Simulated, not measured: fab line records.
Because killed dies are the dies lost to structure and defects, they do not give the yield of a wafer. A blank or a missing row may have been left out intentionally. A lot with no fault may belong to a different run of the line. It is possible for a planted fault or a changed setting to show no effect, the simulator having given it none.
What tool caused it? + flow n5-finfet + Sampling: 11 lots, 33 wafers, 4 of 1938 route steps

WHAT THE GAUGES SHOWED, per wafer
Not one reading of a measure or inspect step in the record can be checked against a usual standard deviation.

WHAT TOOL EACH LOT RAN ON (gives the tool, then ch and the chambers of the sampled wafers, and finally the start)
| lot  | N5_MIM_TOP_ALD_01                           | N5_MIM_TOP_DEGAS_04          | N5_MIM_BOT_ETCH_ETCH_03           | N5_PASSIVATION_PECVD_01         |
|------|---------------------------------------------|------------------------------|-----------------------------------|---------------------------------|
| L436 | ald-hk-02 ch 1,2,3, day 11 18:18 or earlier | pvd-sputter-02, day 11 18:18 | rie-metal-03 ch 0,1, day 11 19:45 | pecvd-02 ch 1,2, day 11 20:34   |
| L439 | ald-hk-01 ch 0,1, day 13 05:55 or earlier   | pvd-sputter-03, day 13 05:55 | rie-metal-03 ch 0,1, day 13 07:28 | pecvd-02 ch 1,2, day 13 08:14   |
| L440 | ald-hk-02 ch 1,2,3, day 14 10:30 or earlier | pvd-sputter-01, day 14 10:30 | rie-metal-02 ch 0,1, day 14 12:04 | pecvd-04 ch 0,1,2, day 14 13:19 |
| L441 | ald-hk-01 ch 2,3, day 14 10:56 or earlier   | pvd-sputter-03, day 14 10:56 | rie-metal-01 ch 0,1, day 14 12:30 | pecvd-02 ch 0,1,2, day 14 13:25 |
| L443 | ald-hk-01 ch 0,1,2, day 14 15:26 or earlier | pvd-sputter-01, day 14 15:26 | rie-metal-03 ch 0, day 14 17:09   | pecvd-02 ch 0,1,2, day 14 17:55 |
| L444 | ald-hk-03 ch 0,1,3, day 14 19:24 or earlier | pvd-sputter-02, day 14 19:24 | rie-metal-01 ch 0,1, day 14 21:18 | pecvd-04 ch 0,1,2, day 14 22:05 |
| L450 | ald-hk-01 ch 1,2,3, day 16 11:10 or earlier | pvd-sputter-01, day 16 11:10 | rie-metal-03 ch 0,1, day 16 12:57 | pecvd-01 ch 1,2, day 16 13:43   |
| L452 | ald-hk-02 ch 0,2,3, day 16 23:25 or earlier | pvd-sputter-03, day 16 23:25 | rie-metal-03 ch 0,1, day 17 01:31 | pecvd-02 ch 0,1,2, day 17 02:23 |
| L453 | ald-hk-01 ch 1,3, day 17 03:26 or earlier   | pvd-sputter-03, day 17 03:26 | rie-metal-02 ch 1, day 17 04:58   | pecvd-01 ch 0,2, day 17 05:46   |
| L454 | ald-hk-02 ch 1,2, day 17 15:52 or earlier   | pvd-sputter-02, day 17 15:52 | rie-metal-02 ch 0,1, day 17 17:39 | pecvd-04 ch 0,1,2, day 17 18:25 |
| L455 | ald-hk-01 ch 0,1,2, day 17 16:55 or earlier | pvd-sputter-01, day 17 16:55 | rie-metal-02 ch 0,1, day 17 18:19 | pecvd-04 ch 0,1, day 17 19:05   |
- N5_MIM_TOP_ALD_01: deposits HfO2, target thk 5.6 nm, pulse time 1 s, purge time 3 s.
- N5_MIM_TOP_DEGAS_04: time 60 s.
- N5_MIM_BOT_ETCH_ETCH_03: etches the open film in Cl2/BCl3, target depth 12 nm.
- N5_PASSIVATION_PECVD_01: deposits SiNx from SiH4/NH3/N2, target thk 200 nm, time 43.2 s.

WHAT THE TOOLS THEMSELVES READ (means of the sampled wafers that have a number; where no wafer has one, the mark that the record gives instead)
N5_MIM_TOP_ALD_01. Usual: precursor-pulse-height-rel at 1.000, with a standard deviation of 0.019.
| lot  | tool      | precursor-pulse-height-rel | flag |
|------|-----------|----------------------------|------|
| L436 | ald-hk-02 | 0.991                      |      |
| L439 | ald-hk-01 | 0.995                      |      |
| L440 | ald-hk-02 | 0.998                      |      |
| L441 | ald-hk-01 | 1.009                      |      |
| L443 | ald-hk-01 | 0.998                      |      |
| L444 | ald-hk-03 | 1.000                      |      |
| L450 | ald-hk-01 | 0.993                      |      |
| L452 | ald-hk-02 | 0.998                      |      |
| L453 | ald-hk-01 | 1.013                      |      |
| L454 | ald-hk-02 | 1.001                      |      |
| L455 | ald-hk-01 | 1.014                      |      |

N5_MIM_TOP_DEGAS_04. Usual: heater-power-w at 459 W, with a standard deviation of 33.
| lot  | tool           | heater-power-w (W) | flag |
|------|----------------|--------------------|------|
| L436 | pvd-sputter-02 | 482                |      |
| L439 | pvd-sputter-03 | 419                |      |
| L440 | pvd-sputter-01 | 453                |      |
| L441 | pvd-sputter-03 | 456                |      |
| L443 | pvd-sputter-01 | 423                |      |
| L444 | pvd-sputter-02 | 480                |      |
| L450 | pvd-sputter-01 | 445                |      |
| L452 | pvd-sputter-03 | 446                |      |
| L453 | pvd-sputter-03 | 445                |      |
| L454 | pvd-sputter-02 | 468                |      |
| L455 | pvd-sputter-01 | 463                |      |

N5_MIM_BOT_ETCH_ETCH_03. Usual: drypump-motor-current-A 6.0 A, standard deviation 0.39; he-backside-leak-sccm 3.26 sccm, standard deviation 0.15; oes-product-au 0.79 a.u., standard deviation 0.085; rf-fwd-power-W 794.8 W, standard deviation 2.7; throttle-valve-pct 27.45 %, standard deviation 0.16.
| lot  | tool         | drypump-motor-current-A (A) | he-backside-leak-sccm (sccm) | oes-product-au (a.u.) | rf-fwd-power-W (W) | throttle-valve-pct (%) | flag |
|------|--------------|-----------------------------|------------------------------|-----------------------|--------------------|------------------------|------|
| L436 | rie-metal-03 | 6.1                         | 3.22                         | 0.87                  | 795.7              | 27.32                  |      |
| L439 | rie-metal-03 | 6.1                         | 3.06                         | 0.85                  | 794.1              | 27.34                  |      |
| L440 | rie-metal-02 | 6.0                         | 3.29                         | 0.77                  | 795.9              | 27.56                  |      |
| L441 | rie-metal-01 | 5.4                         | 3.28                         | 0.76                  | 795.5              | 27.48                  |      |
| L443 | rie-metal-03 | 6.5                         | 3.37                         | 0.79                  | 789.4              | 27.40                  |      |
| L444 | rie-metal-01 | 5.4                         | 3.35                         | 0.75                  | 793.9              | 27.48                  |      |
| L450 | rie-metal-03 | 6.3                         | 3.28                         | 1.06                  | 1277.4             | 27.38                  | OFF  |
| L452 | rie-metal-03 | 6.3                         | 3.34                         | 1.06                  | 1275.8             | 27.38                  | OFF  |
| L453 | rie-metal-02 | 6.3                         | 3.36                         | 0.81                  | 800.9              | 27.50                  |      |
| L454 | rie-metal-02 | 5.9                         | 3.16                         | 0.70                  | 795.1              | 27.66                  |      |
| L455 | rie-metal-02 | 6.1                         | 3.29                         | 0.76                  | 796.5              | 27.56                  |      |

N5_PASSIVATION_PECVD_01. Usual: heater-power-w 311 W, standard deviation 81; showerhead-plenum-p-Torr 8.67 Torr, standard deviation 0.064; throttle-valve-pct 29.2 %, standard deviation 1.4.
| lot  | tool     | heater-power-w (W) | showerhead-plenum-p-Torr (Torr) | throttle-valve-pct (%) | flag |
|------|----------|--------------------|---------------------------------|------------------------|------|
| L436 | pecvd-02 | 317                | 8.72                            | 28.8                   |      |
| L439 | pecvd-02 | 346                | 8.72                            | 28.9                   |      |
| L440 | pecvd-04 | 307                | 8.66                            | 29.0                   |      |
| L441 | pecvd-02 | 285                | 8.67                            | 29.3                   |      |
| L443 | pecvd-02 | 405                | 8.65                            | 29.1                   |      |
| L444 | pecvd-04 | 350                | 8.65                            | 29.0                   |      |
| L450 | pecvd-01 | 215                | 8.70                            | 29.3                   |      |
| L452 | pecvd-02 | 324                | 8.67                            | 29.1                   |      |
| L453 | pecvd-01 | 195                | 8.71                            | 29.2                   |      |
| L454 | pecvd-04 | 337                | 8.66                            | 29.3                   |      |
| L455 | pecvd-04 | 370                | 8.64                            | 29.6                   |      |

THE ANSWER, worked out from the rows above alone
Rule: lot off if the mean of its wafers having a number is beyond 3 standard deviations from the usual mean. A lot without any number at a reading at which 4 lots or more have one is off too. Any other lot the step has rows for is counted as sound. First the gauges in route order, then the tools' own readings, where a lot's mean is used as printed above. At the first step where some lot is off, the reading lying furthest off is the one used; lots without a number count as furthest.
Off: L450, L452, at N5_MIM_BOT_ETCH_ETCH_03 (rf-fwd-power-W).
If a tool, at that step or one of the process steps before it, ran each lot that is off and ran no sound lot following the first of them, it fits. N5_MIM_TOP_ALD_01 gives no start for some lots, so the hours and the order of its lots are those of N5_MIM_TOP_DEGAS_04. One candidate fits, namely rie-metal-03 at N5_MIM_BOT_ETCH_ETCH_03. Its last sound lot is L443 (day 14 17:09), its first lot that is off L450 (day 16 12:57): a fault that began between those two fits.
The tool's own readings at N5_MIM_BOT_ETCH_ETCH_03 bear it out: on the lots that are off they differ by more than 5 times the standard deviation of the sound lots' means. oes-product-au reads 1.06 a.u. there against 0.78 a.u. on the sound lots; rf-fwd-power-W reads 1276.6 W there against 795.2 W on the sound lots.

WHAT WAS PUT IN BY THE SIMULATOR
Drift in process parameters on rie-metal-03 at N5_MIM_BOT_ETCH_ETCH_03, starting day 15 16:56. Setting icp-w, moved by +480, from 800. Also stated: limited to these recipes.
Struck lots among those shown: L450, L452. The rule given above showed the same thing.
